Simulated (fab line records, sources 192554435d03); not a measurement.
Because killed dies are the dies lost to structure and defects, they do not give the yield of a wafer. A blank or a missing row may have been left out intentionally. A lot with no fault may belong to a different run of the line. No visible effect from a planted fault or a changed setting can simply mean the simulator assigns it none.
Split-lot trial ; flow n5-finfet ; 21 wafers read from 7 lots, route of 1938 steps

THE SPLIT
At N5_WELL_APT_COAT_02 (resist thk 950 nm), the setting spin-rpm was moved away from the recipe's 1357 rpm on 5 of the 21 wafers read, by -8.8% to +11.2%. All remaining wafers had this setting at the recipe value.

The split's own step is where the reading is taken.

THE READING
coat_of_WELL_APT_COAT_02.thk-nm (the simulator's own value, which no gauge read), in nm, at N5_WELL_APT_COAT_02 (resist thk 950 nm). There is no usual value for it anywhere in the file. The 16 wafers here that ran the recipe average 952.2 nm, standard deviation 1.9 nm.

wafer;tool, chamber at the split;spin-rpm as run, rpm;against the recipe;coat_of_WELL_APT_COAT_02.thk-nm, nm;against lot-mates on the recipe
L077.1;litho-track-04, 0;1357;recipe;950.5;-
L077.3;litho-track-04, 0;1357;recipe;950.1;-
L077.5;litho-track-04, 0;1509;+11.2%;899.5;-50.8
L078.1;litho-track-04, 0;1357;recipe;951.3;-
L078.2;litho-track-04, 0;1357;recipe;949.6;-
L078.6;litho-track-04, 0;1497;+10.3%;903.2;-47.2
L079.2;litho-track-02, 0;1357;recipe;952.9;-
L079.3;litho-track-02, 0;1357;recipe;954.1;-
L079.5;litho-track-02, 0;1357;recipe;952.1;-
L080.1;litho-track-02, 0;1357;recipe;951.6;-
L080.2;litho-track-02, 0;1357;recipe;951.5;-
L080.6;litho-track-02, 0;1238;-8.8%;996.9;+45.4
L083.3;litho-track-04, 0;1357;recipe;953.1;-
L083.4;litho-track-04, 0;1357;recipe;950.5;-
L083.6;litho-track-04, 0;1357;recipe;951.5;-
L084.2;litho-track-02, 0;1429;+5.3%;926;-29.3
L084.5;litho-track-02, 0;1357;recipe;953.8;-
L084.6;litho-track-02, 0;1357;recipe;956.9;-
L090.1;litho-track-04, 0;1464;+7.9%;913.8;-39.2
L090.5;litho-track-04, 0;1357;recipe;951.2;-
L090.6;litho-track-04, 0;1357;recipe;954.7;-

FIT RESULTS
A straight line over all 21 wafers: coat_of_WELL_APT_COAT_02.thk-nm changes by -4.85 nm for each +1% of spin-rpm; r = -1.00; the points scatter about the line by 1.8 nm.
The same after taking each lot's own level away (the mean of its wafers on the recipe; 21 wafers): -4.82 nm for each +1%; r = -1.00; scatter 1.8 nm.
Per that fit: largest spin-rpm move, reading shift of 54 nm.
The lots' own levels span 950.30 to 955.35 nm, that is 2.7 times the standard deviation above.
So the lot-to-lot level changes the slope little: the two slopes agree.
Check: for one of the wafers moved furthest among these (+11.2%), held out of the fit, the line's prediction against its lot-mates is -55.2 nm. It came out at -50.8 nm against them.

THE OTHER SPLITS THESE WAFERS WENT THROUGH
Other splits were also applied to these wafers ahead of the reading. Each is held against what the fit with the lots' levels taken away leaves over:
other split on the same wafers;wafers away from the commonest value;r with coat_of_WELL_APT_COAT_02.thk-nm (lot level and that fit taken away)
N5_ZERO_LAYER_ETCH_18 icp-w;6;-0.06

FILE'S OWN FIT
coat_of_WELL_APT_COAT_02.thk-nm changes by -4.81 nm for each +1% of spin-rpm, r = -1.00.
